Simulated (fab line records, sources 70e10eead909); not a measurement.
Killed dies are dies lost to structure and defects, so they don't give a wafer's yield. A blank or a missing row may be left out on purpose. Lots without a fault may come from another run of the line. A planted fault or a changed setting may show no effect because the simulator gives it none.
Chamber matching | flow nand_harc | NHARC_P_ZERO_WELL_ETCH_63 on rie_si-03: 4 sister chambers
The step etches the open film in HBr/Cl2, target depth 120 nm, time 40.1 s. 14 wafers are shown with their chamber, then 7 later ones without.

WAFERS WITH THEIR CHAMBER
wafer  | chamber | drypump_motor_current_A (A) | oes_product_au (a.u.) | throttle_valve_pct (%)
L293.1 | 3       | 6.5                         | 1.006                 | 26.392
L293.3 | 2       | 5.9                         | 1.011                 | 26.405
L293.6 | 3       | 6.6                         | 1.007                 | 26.401
L294.2 | 1       | 5.4                         | 1.006                 | 26.398
L294.3 | 2       | 5.9                         | 0.998                 | 26.409
L294.6 | 1       | 5.4                         | 0.999                 | 26.413
L296.1 | 2       | 5.9                         | 0.998                 | 26.411
L296.5 | 2       | 5.9                         | 1.002                 | 26.387
L296.6 | 3       | 6.6                         | 0.993                 | 26.413
L297.1 | 2       | 6.0                         | 1.004                 | 26.398
L297.4 | 0       | 6.4                         | 0.994                 | 26.421
L297.6 | 3       | 6.6                         | 0.986                 | 26.409
L298.1 | 3       | 6.6                         | 0.997                 | 26.410
L298.4 | 0       | 6.4                         | 0.985                 | 26.411

SIGNATURES (means of the wafers above)
reading                 | chamber 0 | chamber 1 | chamber 2 | chamber 3 | scatter within a chamber
drypump_motor_current_A | 6.400     | 5.400     | 5.920     | 6.580     | 0.04
oes_product_au          | 0.98950   | 1.00250   | 1.00260   | 0.99780   | 0.00704
throttle_valve_pct      | 26.41600  | 26.40550  | 26.40200  | 26.40500  | 0.00912
Rule: a wafer's distance from a chamber is the root of the sum, over the readings, of the square of ((its reading less the chamber's mean) divided by the reading's scatter). The wafer belongs to the nearest chamber; if the next one is less than 2 further off, it can't be placed. The scatter: the root of (the sum of the squares of (reading less its chamber's mean) over the shown wafers, divided by (wafers less chambers)).

WAFERS WITHOUT THEIR CHAMBER
wafer  | drypump_motor_current_A (A) | oes_product_au (a.u.) | throttle_valve_pct (%)
L298.6 | 6.6                         | 0.984                 | 26.409
L310.1 | 6.4                         | 1.007                 | 26.412
L310.3 | 5.9                         | 1.022                 | 26.397
L310.4 | 5.4                         | 0.997                 | 26.393
L313.3 | 6.6                         | 1.001                 | 26.422
L313.4 | 6.0                         | 1.016                 | 26.401
L313.6 | 6.5                         | 0.998                 | 26.418

WHICH CHAMBER EACH WENT THROUGH
wafer  | from the rows above     | in truth
L298.6 | 3                       | 3
L310.1 | 0                       | 0
L310.3 | 2                       | 2
L310.4 | 1                       | 1
L313.3 | 3                       | 3
L313.4 | 2                       | 2
L313.6 | can't be placed: 3 or 0 | 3
Placed correctly: 6 of 7. Can't be placed from these rows: 1 (the true chamber is among the candidates in 1). Placed wrongly: 0.
